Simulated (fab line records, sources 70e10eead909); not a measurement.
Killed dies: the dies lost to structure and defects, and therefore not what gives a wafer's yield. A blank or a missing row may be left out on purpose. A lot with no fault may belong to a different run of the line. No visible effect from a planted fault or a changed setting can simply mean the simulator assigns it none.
A single fault, viewed from 3 desks ; flow nand_harc ; only its own numbers are on each desk; what lay behind them is given at the end

THE DEFECT DESK
Per lot, the means of the sampled wafers with a number show what the inspections along the route counted. Any lot whose mean is over 4 standard deviations away from the usual mean is out of limits and marked OUT; that distance is given in the brackets.
Columns: A = raw_defect_count at NHARC_A_M0_INSPECT_11, usual 30; B = raw_defect_count at NHARC_A_M0_INSPECT_27, usual 431
lot;first seen here;A;B
L119;day 17 16:24;23;624
L120;day 18 04:10;34;434
L122;day 18 08:51;24;428
L121;day 18 09:21;21;450
L124;day 19 06:02;25;460
L126;day 19 12:51;23;422
L129;day 20 02:43;24;417
L127;day 20 03:14;34;460
L130;day 21 07:55;47;395
L134;day 21 08:25;19;384
L133;day 21 12:58;31;351
L135;day 21 17:41;41;1453 (+10) OUT
This desk's verdict: out of limits on L135, starting with L135 at day 21 20:28 (raw_defect_count at NHARC_A_M0_INSPECT_27). Within limits: L119, L120, L122, L121, L124, L126, L129, L127, L130, L134, L133.

DESK OF THE TOOL OWNER: cmp-01
The tool's own readings at NHARC_A_M0_CMP_23 (polishes, t overpolish 20 s, target thk 113.75 nm): means of the sampled wafers that have a number, for each lot that ran on this tool. Any lot whose mean is over 4 standard deviations away from the usual mean is out of limits and marked OUT; that distance is given in the brackets.
Columns: A = motor_current_A at NHARC_A_M0_CMP_23, usual 12.0 A; B = time_to_endpoint_s at NHARC_A_M0_CMP_23, usual 29.5 s
lot;first seen here;A;B
L120;day 18 06:16;12.3;30.5
L121;day 18 11:26;11.9;28.8
L129;day 20 04:49;12.0;27.0
L134;day 21 10:31;12.2;28.6
L133;day 21 15:07;12.2;30.4
L135;day 21 20:01;12.0;31.8
This desk's finding: nothing out of limits on any of the 6 lots.

METROLOGY DESK
What the gauges read, lot by lot, whatever tool the lot ran on: means of the sampled wafers that have a number. Any lot whose mean is over 4 standard deviations away from the usual mean is out of limits and marked OUT; that distance is given in the brackets.
Columns: A = cd_nm at NHARC_A_BLC_CD_MEAS_19, usual 100.1 nm; B = thk_nm at NHARC_A_M0_THK_MEAS_24, usual 113.8 nm
lot;first seen here;A;B
L119;day 17 13:26;100.4;113.1
L120;day 17 22:17;100.3;114.5
L122;day 18 00:14;98.5;113.0
L121;day 18 00:50;98.9;114.3
L124;day 19 02:05;99.8;113.4
L126;day 19 06:09;99.5;113.0
L129;day 19 20:11;101.5;112.4
L127;day 19 21:02;100.8;114.2
L130;day 20 20:19;101.1;114.8
L134;day 20 20:53;101.5;112.1
L133;day 21 08:02;99.6;113.8
L135;day 21 09:41;102.1;116.0
This desk's finding: nothing out of limits on any of the 12 lots.

BROUGHT TOGETHER
The defect desk could have raised an alarm at day 21 20:28, on L135.
The desk of the tool owner found nothing out of limits.
Metrology desk: nothing out of limits seen.
The tool owner's desk has L135 on record, within its limits.
The metrology desk holds a record of L135, inside its limits.
Of the lots named, all ran NHARC_A_M0_CMP_23 on cmp-01.

WHAT WAS PUT IN BY THE SIMULATOR
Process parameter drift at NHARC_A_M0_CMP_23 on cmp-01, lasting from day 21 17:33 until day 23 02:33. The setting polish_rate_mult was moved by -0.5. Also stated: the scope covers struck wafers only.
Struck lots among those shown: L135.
Hours from the fault's start to each desk's first reading out of limits: the defect desk, 3.
